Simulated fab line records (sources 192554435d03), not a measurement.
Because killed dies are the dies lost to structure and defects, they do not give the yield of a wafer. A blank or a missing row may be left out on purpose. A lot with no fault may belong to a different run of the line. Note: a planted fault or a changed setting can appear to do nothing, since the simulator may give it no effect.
Split-lot trial    flow n5_finfet    on a route of 1938 steps: 7 lots, 21 wafers read

## THE SPLIT ITSELF
At N5_BEOL_M11_ETCH_62 (etches SOC in N2/H2, target depth 110 nm, overetch 22 nm, time 165 s), the setting bias_w was moved away from the recipe's 150 W on 5 of the 21 wafers read, by -17.5% to +13.5%. This setting was run at the recipe's value on the other wafers.

The reading comes from the split's own step.

## THE READING
rf_vpp_V, in V, at N5_BEOL_M11_ETCH_62 (etches SOC in N2/H2, target depth 110 nm, overetch 22 nm, time 165 s). Fault-free wafers of this fab line usually give 522.7 V, standard deviation 2.6 V.

wafer   tool, chamber at the split  bias_w as run, W  against the recipe  rf_vpp_V, V  against lot-mates on the recipe
L079.1  rie_diel-04, 3              150               recipe              522.3        -
L079.2  rie_diel-04, 1              135.3             -9.8%               494.5        -28.4
L079.6  rie_diel-04, 0              150               recipe              523.5        -
L080.2  rie_diel-02, 3              150               recipe              526.8        -
L080.3  rie_diel-02, 2              170.3             +13.5%              565.6        +38.8
L080.5  rie_diel-02, 2              170.3             +13.5%              566.4        +39.6
L082.2  rie_diel-04, 3              137.9             -8.1%               495.9        -28.1
L082.3  rie_diel-04, 1              150               recipe              526.1        -
L082.5  rie_diel-04, 3              150               recipe              521.8        -
L085.1  rie_diel-04, 0              150               recipe              523.8        -
L085.2  rie_diel-04, 3              150               recipe              522.5        -
L085.5  rie_diel-04, 0              150               recipe              523.7        -
L093.2  rie_diel-03, 2              150               recipe              520.7        -
L093.4  rie_diel-03, 0              150               recipe              520.5        -
L093.5  rie_diel-03, 0              150               recipe              519.6        -
L094.1  rie_diel-04, 2              150               recipe              523.0        -
L094.3  rie_diel-04, 1              150               recipe              525.8        -
L094.5  rie_diel-04, 0              150               recipe              523.5        -
L097.2  rie_diel-02, 3              123.8             -17.5%              463.2        -53.3
L097.3  rie_diel-02, 1              150               recipe              516.5        -
L097.6  rie_diel-02, 1              150               recipe              516.4        -

THE FIT
A straight line over all 21 wafers: rf_vpp_V changes by +3.24 V for each +1% of bias_w; r = +0.99; the points scatter about the line by 2.9 V.
The same after taking each lot's own level away (the mean of its wafers on the recipe; 21 wafers): +2.99 V for each +1%; r = +1.00; scatter 1.4 V.
Per that fit: largest bias_w move, reading shift of 52 V.
The span of the lots' own levels, 516.45 to 526.80 V, comes to 4.0 times the standard deviation stated above.
Consequently the slope shifts little with the lot-to-lot level, the two slopes agreeing.
Check: with one of the wafers moved furthest among these (-17.5%) left out of the fit, the line predicts -52.2 V for it against its lot-mates. Against them it came out at -53.3 V.
Tool readings at the split's step, against how far the setting was moved: rf_vpp_V r = +0.99.

## THE WHOLE CHAIN: every reading that the file lists as answering this split, in the file's order
step                 what it does                                                          reading                                                                            change (the file's fit)                 r (the file's)
N5_BEOL_M11_ETCH_62  etches SOC in N2/H2, target depth 110 nm, overetch 22 nm, time 165 s  rf_vpp_V                                                                           +3.03 V for each +1% of the setting     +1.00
N5_BEOL_M11_ETCH_62  etches SOC in N2/H2, target depth 110 nm, overetch 22 nm, time 165 s  SiARC_of_BEOL_M11_COAT_60.thk_nm (the simulator's own value, which no gauge read)  -0.0834 nm for each +1% of the setting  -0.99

## FILE'S OWN FIT
rf_vpp_V changes by +3.03 V for each +1% of bias_w, r = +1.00.
